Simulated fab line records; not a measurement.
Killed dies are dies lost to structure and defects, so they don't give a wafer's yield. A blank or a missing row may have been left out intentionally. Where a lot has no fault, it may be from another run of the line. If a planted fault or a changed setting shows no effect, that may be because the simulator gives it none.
Split-lot study	flow n5-finfet	7 lots, 21 wafers read, on a route of 1938 steps

== ABOUT THE SPLIT ==
At N5_HKMG_FIN_PEB_10 (peb time 60 s), the setting peb-time-s was moved away from the recipe's 60 s on 8 of the 21 wafers read, by -21.4% to +22.5%. All remaining wafers had this setting at the recipe value.

== SPLIT TO READING: what lies between them in the file, 1 step ==
- N5_HKMG_FIN_DEVELOP_11: develop time 30 s (also split here: develop-time-s)

== THE READING ==
cd-nm, in nm, at N5_HKMG_FIN_CD_MEAS_12 (target cd 92.8 nm). A value of 93.0 nm with a standard deviation of 0.59 nm is what fault-free wafers of this fab line usually give.

wafer	tool, chamber at the split	peb-time-s as run, s	against the recipe	cd-nm, nm	against lot-mates on the recipe
L076.1	litho-track-04, 0	60	recipe	93.4	-
L076.2	litho-track-04, 0	51.64	-13.9%	86.8	-6.6
L076.5	litho-track-04, 0	51.64	-13.9%	88.4	-5.0
L077.3	litho-track-01, 0	60	recipe	92.7	-
L077.4	litho-track-01, 0	60	recipe	93.1	-
L077.6	litho-track-01, 0	60	recipe	93.7	-
L082.2	litho-track-01, 0	47.98	-20.0%	85.0	-9.4
L082.4	litho-track-01, 0	60	recipe	94.4	-
L082.5	litho-track-01, 0	47.98	-20.0%	86.9	-7.5
L084.1	litho-track-01, 0	60	recipe	93.1	-
L084.3	litho-track-01, 0	47.14	-21.4%	84.2	-8.9
L084.4	litho-track-01, 0	47.14	-21.4%	83.7	-9.4
L085.1	litho-track-03, 0	60	recipe	94.0	-
L085.4	litho-track-03, 0	60	recipe	92.9	-
L085.5	litho-track-03, 0	60	recipe	94.1	-
L096.2	litho-track-01, 0	73.49	+22.5%	98.3	+5.8
L096.5	litho-track-01, 0	60	recipe	92.5	-
L096.6	litho-track-01, 0	73.49	+22.5%	98.1	+5.6
L097.1	litho-track-01, 0	60	recipe	93.7	-
L097.3	litho-track-01, 0	60	recipe	93.5	-
L097.4	litho-track-01, 0	60	recipe	92.6	-

THE FIT
A straight line over all 21 wafers: cd-nm changes by +0.332 nm for each +1% of peb-time-s; r = +0.96; the points scatter about the line by 1.2 nm.
The same after taking each lot's own level away (the mean of its wafers on the recipe; 21 wafers): +0.356 nm for each +1%; r = +0.98; scatter 0.99 nm.
That fit puts the effect of the largest move of peb-time-s on the reading at 8 nm.
The span of the lots' own levels, 92.50 to 94.40 nm, comes to 3.2 times the standard deviation stated above.
So the lot-to-lot level changes the slope little: the two slopes agree.
Check: for one of the wafers moved furthest among these (+22.5%), held out of the fit, the line's prediction against its lot-mates is +8.05 nm. Against them it came out at +5.8 nm.

== THE OTHER SPLITS THESE WAFERS WENT THROUGH ==
Before the reading, these wafers also passed through other splits. Each is held against what the fit with the lots' levels taken away leaves over:
other split on the same wafers	wafers away from the commonest value	r with cd-nm (lot level and that fit taken away)
N5_ZERO_LAYER_PECVD_02 time-s	5	-0.04
N5_PMOS_HMC_CHANNEL_EPI_PEB_07 peb-time-s	6	+0.26
N5_PMOS_HMC_CHANNEL_EPI_DEVELOP_08 develop-time-s	7	+0.27
N5_DUMMY_GATE_COAT_09 spin-rpm	5	+0.01
N5_DUMMY_GATE_EXPOSE_12 dose-mj	3	-0.28
N5_SD_EPI_P_DESCUM_14 time-s	9	-0.21
N5_SD_EPI_P_ETCH_36 bias-w	8	+0.30
N5_HKMG_FIN_DEVELOP_11 develop-time-s	10	+0.57

== THE FILE'S OWN FIT ==
cd-nm changes by +0.369 nm for each +1% of peb-time-s, r = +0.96.
